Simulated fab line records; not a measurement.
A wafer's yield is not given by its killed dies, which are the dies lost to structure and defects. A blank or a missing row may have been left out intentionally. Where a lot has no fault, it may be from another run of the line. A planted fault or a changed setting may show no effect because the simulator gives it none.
One fault seen from 3 desks -- flow nandHarc -- each desk has only its own numbers; what lay behind them comes last

## THE DEFECT DESK
Inspection counts along the route, by lot: the mean over sampled wafers that carry a number. A lot is out of limits, marked OUT, if its mean lies more than 4 standard deviations from the usual mean; the brackets give that distance.
Columns: A = rawDefectCount at NHARC_A_BLC_INSPECT_28, usual 438
lot,first seen here,A
L987,day 18 00:13,354
L986,day 18 00:36,345
L989,day 18 05:01,548
L991,day 18 21:18,501
L990,day 18 21:39,641
L988,day 19 03:35,339
L993,day 19 10:44,427
L995,day 20 01:06,386
L994,day 20 01:26,460
L997,day 20 09:14,402
L996,day 20 18:05,464
L100,day 21 09:03,398
L103,day 22 00:40,591
L107,day 23 01:56,417
This desk's finding: nothing out of limits on any of the 14 lots.

## TOOL OWNER'S DESK, aldMetal-04
The tool's own readings at NHARC_A_BLC_ALD_23 (deposits TiN, target thk 3 nm, pulse time 1 s, ald cycles 150): means of the sampled wafers that have a number, for each lot that ran on this tool. A lot is out of limits, marked OUT, if its mean lies more than 4 standard deviations from the usual mean; the brackets give that distance.
Columns: A = heaterPowerW at NHARC_A_BLC_ALD_23, usual 1149 W; B = precursorPulseHeightRel at NHARC_A_BLC_ALD_23, usual 1.002
lot,first seen here,A,B
L987,day 17 17:58,1154,0.988
L991,day 18 20:12,1145,1.005
L995,day 19 23:56,1170,0.999
L997,day 20 06:39,1295,1.011
L996,day 20 16:59,1105,1.002
L100,day 21 05:25,1171,0.976
This desk's finding: nothing out of limits on any of the 6 lots.

## METROLOGY DESK
What the gauges read for every lot (on any tool): the sampled wafers with a number, averaged. A lot is out of limits, marked OUT, if its mean lies more than 4 standard deviations from the usual mean; the brackets give that distance.
Columns: A = overlayXNm at NHARC_A_BLC_OVL_MEAS_11, usual 0.2 nm; B = overlayYNm at NHARC_A_BLC_OVL_MEAS_11, usual 0.2 nm
lot,first seen here,A,B
L987,day 17 16:01,-0.5,0.1
L986,day 17 16:30,0.9,0.8
L989,day 18 01:36,1.4,1.0
L991,day 18 18:16,0.9,-0.4
L990,day 18 18:25,-0.5,0.3
L988,day 18 21:44,0.5,-0.7
L993,day 19 04:59,-0.4,-1.0
L995,day 19 22:01,0.6,-0.3
L994,day 19 22:10,-0.3,1.2
L997,day 20 04:44,-0.1,0.5
L996,day 20 14:55,0.7,-0.5
L100,day 21 03:29,-0.8,-1.5
L103,day 21 17:27,0.4,1.6
L107,day 22 18:10,0.1,1.7
This desk's finding: nothing out of limits on any of the 14 lots.

## BROUGHT TOGETHER
Nothing out of limits was seen by the defect desk.
The desk of the tool owner found nothing out of limits.
Metrology desk: nothing out of limits seen.

## WHAT THE SIMULATOR HAD PUT IN
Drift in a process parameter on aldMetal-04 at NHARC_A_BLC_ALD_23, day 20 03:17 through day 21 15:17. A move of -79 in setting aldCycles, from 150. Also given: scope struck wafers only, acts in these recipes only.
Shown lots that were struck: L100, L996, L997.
